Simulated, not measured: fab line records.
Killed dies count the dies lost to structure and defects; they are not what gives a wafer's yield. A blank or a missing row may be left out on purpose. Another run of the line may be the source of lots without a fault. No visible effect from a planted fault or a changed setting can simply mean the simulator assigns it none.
fab line records -- flow n5Finfet -- part 2 of 2: steps 24 to 30 of 30
[record] lots = 5, wafers = 15, lastDay = 18
route steps=1938 shown BEOL_M9@1409
lots that met no fault: from a run of the same line without faults
startH: hours from the record's first day to the start of the lot's first wafer shown -- waitH: time in hours since the lot's previous step -- " unchanged from the row above -- L1.1+2: one row covering several wafers at once -- - either no value or no given start -- * or withheld: withheld -- < > ~ a bound
route shown NAME@n: a module of which the file shows steps, and the number in the route of the first -- usual: mean/standard deviation taken from wafers without a fault -- same: alike in all rows -- chamber/n: place in a boat -- sites: per-site readings -- _std_site: standard deviation across them -- _edge_site: mean of outer sites minus mean of inner sites -- radiusMm: for every site, how far away it sits from the centre of the wafer -- mask NAME#n: copy n -- behind: the most recent tool/chamber to have shaped the wafer -- hold: why the lot went on hold/how many hours it stayed there/how the hold came to an end -- device: names the non-switching transistor (n, p or np) -- end of line: the route-end tests of the same wafers -- a step given without rows: its recipe and nothing more -- killed: dies lost to structure and defects at the first sort, not the wafer's yield -- map: a wafer's dies, marking killed ones x, the rest . and places with no die _
set.NAME: setting as actually run; set.NAME@STEP: the setting as run at that earlier step -- model.NAME: the simulator's own value behind a step, which no gauge read
lots seen at some steps along the route; tables by step, rows by wafer
services: from which hour (startH, from the record's first day; less than 0 if before it) a tool's chamber was out of use, for how many hours, and why
[[steps]]
[step N5_BEOL_M9_PEB_26]
[recipe] pebTempC = 100, pebTimeS = 60, resist = CAR-EUV
[usual] heaterPowerTotalW = 154.2/1
lot.wafer,tool,chamber,startH,waitH,heaterPowerTotalW
L074.4,lithoTrack-05,0,206.68,0.0,154.3
L074.5,lithoTrack-05,0,206.68,0.0,155.5
L074.6,lithoTrack-05,0,206.68,0.0,152.6
L082.2,lithoTrack-02,0,262.98,0.0,154.6
L082.3,lithoTrack-02,0,262.98,0.0,155.6
L082.5,lithoTrack-02,0,262.98,0.0,155.3
L085.4,lithoTrack-03,0,282.86,0.0,155.6
L085.5,lithoTrack-03,0,282.86,0.0,155.0
L085.6,lithoTrack-03,0,282.86,0.0,153.7
L092.2,lithoTrack-03,0,353.84,0.0,154.4
L092.5,lithoTrack-03,0,353.84,0.0,153.9
L092.6,lithoTrack-03,0,353.84,0.0,153.8
L096.2,lithoTrack-02,0,358.05,0.0,155.2
L096.3,lithoTrack-02,0,358.05,0.0,155.3
L096.5,lithoTrack-02,0,358.05,0.0,152.9
[step N5_BEOL_M9_DEVELOP_27]
[recipe] developTimeS = 30, developer = TMAH, resist = CAR-EUV, rinseLiquid = surfactantRinse, dry = airSpin, devTempC = 23
[usual] developerTempC = 23.02/0.11
lot.wafer,tool,chamber,startH,waitH,developerTempC
L074.4,lithoTrack-05,0,-,-,23.08
L074.5,lithoTrack-05,0,-,-,22.98
L074.6,lithoTrack-05,0,-,-,23.01
L082.2,lithoTrack-02,0,-,-,22.92
L082.3,lithoTrack-02,0,-,-,22.98
L082.5,lithoTrack-02,0,-,-,23.09
L085.4,lithoTrack-03,0,-,-,23.29
L085.5,lithoTrack-03,0,-,-,23.17
L085.6,lithoTrack-03,0,-,-,23.02
L092.2,lithoTrack-03,0,-,-,23.00
L092.5,lithoTrack-03,0,-,-,22.96
L092.6,lithoTrack-03,0,-,-,22.98
L096.2,lithoTrack-02,0,-,-,23.01
L096.3,lithoTrack-02,0,-,-,22.88
L096.5,lithoTrack-02,0,-,-,23.14
[step N5_BEOL_M9_CD_MEAS_28]
[recipe] targetCdNm = 70, landingEnergyEv = 500, detector = seInlens, polarity = opening
[usual] cdNm = 69.90/0.29
[same] landingEnergyEv = 500
lot.wafer,tool,chamber,startH,waitH,cdNm
L074.4,cdSem-03,0,206.75,-,69.26
L074.5,cdSem-03,0,206.75,-,69.75
L074.6,cdSem-03,0,206.75,-,69.72
L082.2,cdSem-03,0,263.05,-,69.67
L082.3,cdSem-03,0,263.05,-,70.11
L082.5,cdSem-03,0,263.05,-,69.83
L085.4,cdSem-03,0,282.93,-,69.97
L085.5,cdSem-03,0,282.93,-,69.70
L085.6,cdSem-03,0,282.93,-,69.58
L092.2,cdSem-03,0,353.91,-,69.72
L092.5,cdSem-03,0,353.91,-,69.66
L092.6,cdSem-03,0,353.91,-,69.89
L096.2,cdSem-01,0,358.12,-,70.12
L096.3,cdSem-01,0,358.12,-,70.05
L096.5,cdSem-01,0,358.12,-,69.77
[step N5_BEOL_M9_OVL_MEAS_29]
[recipe] pointsPerWafer = 522
[usual] V8_OVL = 0.1/0.67
lot.wafer,tool,chamber,startH,waitH,V8_OVL[nm]
L074.4,overlay-02,0,206.79,0.0,-0.4
L074.5,overlay-02,0,206.79,0.0,-1.2
L074.6,overlay-02,0,206.79,0.0,-0.4
L082.2,overlay-02,0,263.09,0.0,0.3
L082.3,overlay-02,0,263.09,0.0,0.5
L082.5,overlay-02,0,263.09,0.0,0.0
L085.4,overlay-02,0,282.99,0.1,-0.6
L085.5,overlay-02,0,282.99,0.1,-0.2
L085.6,overlay-02,0,282.99,0.1,-0.2
L092.2,overlay-02,0,353.95,0.0,0.3
L092.5,overlay-02,0,353.95,0.0,0.9
L092.6,overlay-02,0,353.95,0.0,-0.2
L096.2,overlay-01,0,358.15,0.0,0.3
L096.3,overlay-01,0,358.15,0.0,0.6
L096.5,overlay-01,0,358.15,0.0,0.4
[step N5_BEOL_M9_INSPECT_30]
[recipe] mode = adi, inspectInstrument = brightfield
[usual] rawDefectCount = 405/87
lot.wafer,tool,chamber,startH,waitH,rawDefectCount
L074.4,defectInspect-01,-,206.83,0.0,263
L074.5,defectInspect-01,-,206.83,0.0,433
L074.6,defectInspect-01,-,206.83,0.0,364
L082.2,defectInspect-01,-,263.14,0.0,423
L082.3,defectInspect-01,-,263.14,0.0,535
L082.5,defectInspect-01,-,263.14,0.0,338
L085.4,defectInspect-02,-,283.03,0.0,283
L085.5,defectInspect-02,-,283.03,0.0,408
L085.6,defectInspect-02,-,283.03,0.0,281
L092.2,defectInspect-01,-,354.00,0.0,380
L092.5,defectInspect-01,-,354.00,0.0,327
L092.6,defectInspect-01,-,354.00,0.0,417
L096.2,defectInspect-01,-,358.20,0.0,412
L096.3,defectInspect-01,-,358.20,0.0,334
L096.5,defectInspect-01,-,358.20,0.0,361
[step N5_BEOL_M9_DESCUM_33]
[recipe] chemistry = O2, timeS = 7, sourcePowerW = 50, biasPowerW = 20, pressureMtorr = 20, rfFrequencyHz = 2.712e+07, tempC = 40, resist = CAR-EUV, o2FlowSccm = 225
[usual] drypumpMotorCurrentA = 5.9/0.33, oesProductAu = 0.81/0.089, rfVppV = 242.7/1.6, showerheadPlenumPTorr = 2.07/0.085, throttleValvePct = 20.35/0.28
lot.wafer,tool,chamber,startH,waitH,drypumpMotorCurrentA,oesProductAu,rfHoursCounterH,rfVppV,showerheadPlenumPTorr,throttleValvePct
L074.4,rieDiel-06,3,206.86,0.0,5.9,0.76,132,241.0,2.03,20.59
L074.5,rieDiel-06,2,206.86,0.0,5.9,0.68,-,244.8,2.12,20.31
L074.6,rieDiel-06,3,206.86,0.0,5.9,0.76,-,242.2,2.03,20.56
L082.2,rieDiel-06,1,263.17,0.0,6.2,0.86,55,241.1,2.04,20.54
L082.3,rieDiel-06,3,263.17,0.0,6.0,0.74,154,240.8,2.02,20.62
L082.5,rieDiel-06,1,263.17,0.0,6.2,0.86,-,241.6,2.04,20.53
L085.4,rieDiel-04,1,283.17,0.1,6.2,0.72,203,243.3,2.17,20.42
L085.5,rieDiel-04,1,283.17,0.1,6.1,0.72,-,245.2,2.17,20.39
L085.6,rieDiel-04,2,283.17,0.1,6.1,0.92,-,242.7,2.12,20.28
L092.2,rieDiel-06,2,354.03,0.0,5.9,0.85,39,244.7,2.10,20.01
L092.5,rieDiel-06,1,354.03,0.0,6.2,0.83,-,242.0,2.03,20.59
L092.6,rieDiel-06,0,354.03,0.0,5.4,0.90,-,244.0,2.22,20.14
L096.2,rieDiel-06,0,358.24,0.0,5.4,0.89,25,244.2,2.22,20.15
L096.3,rieDiel-06,3,358.24,0.0,6.0,0.72,180,240.8,2.01,20.64
L096.5,rieDiel-06,1,358.24,0.0,6.2,0.83,-,242.9,2.03,20.58
[step N5_BEOL_M9_ETCH_76]
[recipe] chemistry = N2/H2, target = underlayer, targetDepthA = 65, maskMaterial = CAR-EUV, timeS = 5.2, ionEnergyEv = 200, pressureMtorr = 30, sourceW = 840, biasW = 150, n2FlowSccm = 200, h2FlowSccm = 200, ends = cleared
[usual] drypumpMotorCurrentA = 5.9/0.33, etchRfOnTimeS = 5.19/0.15, oesProductAu = 0.69/0.075, rfVppV = 523/3.1, showerheadPlenumPTorr = 2.51/0.11, throttleValvePct = 17.72/0.29
lot.wafer,tool,chamber,startH,waitH,drypumpMotorCurrentA,etchRfOnTimeS,oesProductAu,rfHoursCounterH,rfVppV,showerheadPlenumPTorr,throttleValvePct
L074.4,rieDiel-06,3,206.90,0.0,6.0,5.14,0.66,132,520,2.43,17.74
L074.5,rieDiel-06,2,206.90,0.0,5.9,5.36,0.57,-,528,2.61,17.97
L074.6,rieDiel-06,3,206.90,0.0,6.0,5.14,0.66,-,522,2.43,17.77
L082.2,rieDiel-06,1,263.21,0.0,6.2,5.16,0.73,55,521,2.48,17.96
L082.3,rieDiel-06,3,263.21,0.0,6.0,5.19,0.64,154,520,2.42,17.80
L082.5,rieDiel-06,1,263.21,0.0,6.2,5.12,0.74,-,522,2.48,17.96
L085.4,rieDiel-04,1,283.21,0.0,6.2,5.72,0.59,203,525,2.59,17.60
L085.5,rieDiel-04,1,283.21,0.0,6.2,5.72,0.58,-,526,2.59,17.60
L085.6,rieDiel-04,2,283.21,0.0,6.1,5.26,0.76,-,525,2.59,17.69
L092.2,rieDiel-06,2,354.07,0.0,5.9,5.28,0.72,39,526,2.59,17.61
L092.5,rieDiel-06,1,354.07,0.0,6.2,5.19,0.71,-,522,2.47,18.00
L092.6,rieDiel-06,0,354.07,0.0,5.4,4.90,0.79,-,529,2.69,17.57
L096.2,rieDiel-06,0,358.27,0.0,5.5,4.97,0.78,25,529,2.69,17.57
L096.3,rieDiel-06,3,358.27,0.0,6.0,5.24,0.62,180,521,2.41,17.80
L096.5,rieDiel-06,1,358.27,0.0,6.2,5.13,0.71,-,520,2.47,18.05
[[services]]
tool,chamber,startH,hours,kind
arfiScanner-02,-,186.06,2.7,repair
arfiScanner-01,-,191.54,1.0,pm
rieDiel-06,-,201.59,2.8,pm
rieDiel-04,0,209.83,5.8,repair
arfiScanner-01,-,217.25,0.8,pm
arfiScanner-02,-,218.71,0.8,pm
euvScanner-01,-,224.27,1.0,pm
euvScanner-02,-,230.15,1.0,pm
arfiScanner-02,-,234.38,2.6,repair
arfiScanner-02,-,248.84,1.0,pm
rieDiel-04,0,250.43,17.9,repair
arfiScanner-02,-,266.37,4.9,pm
rieDiel-03,-,267.61,2.8,pm
euvScanner-01,-,280.43,1.0,pm
arfiScanner-02,-,281.88,1.3,pm
rieDiel-03,3,285.89,4.9,repair
arfiScanner-02,-,300.05,1.8,repair
euvScanner-01,-,308.94,4.6,pm
arfiScanner-02,-,309.62,3.1,pm
rieDiel-06,-,318.79,1.1,repair
euvScanner-01,-,320.27,6.2,pm
euvScanner-01,-,340.98,1.0,pm
rieDiel-04,0,341.79,8.0,repair
euvScanner-01,-,345.13,12.0,pm
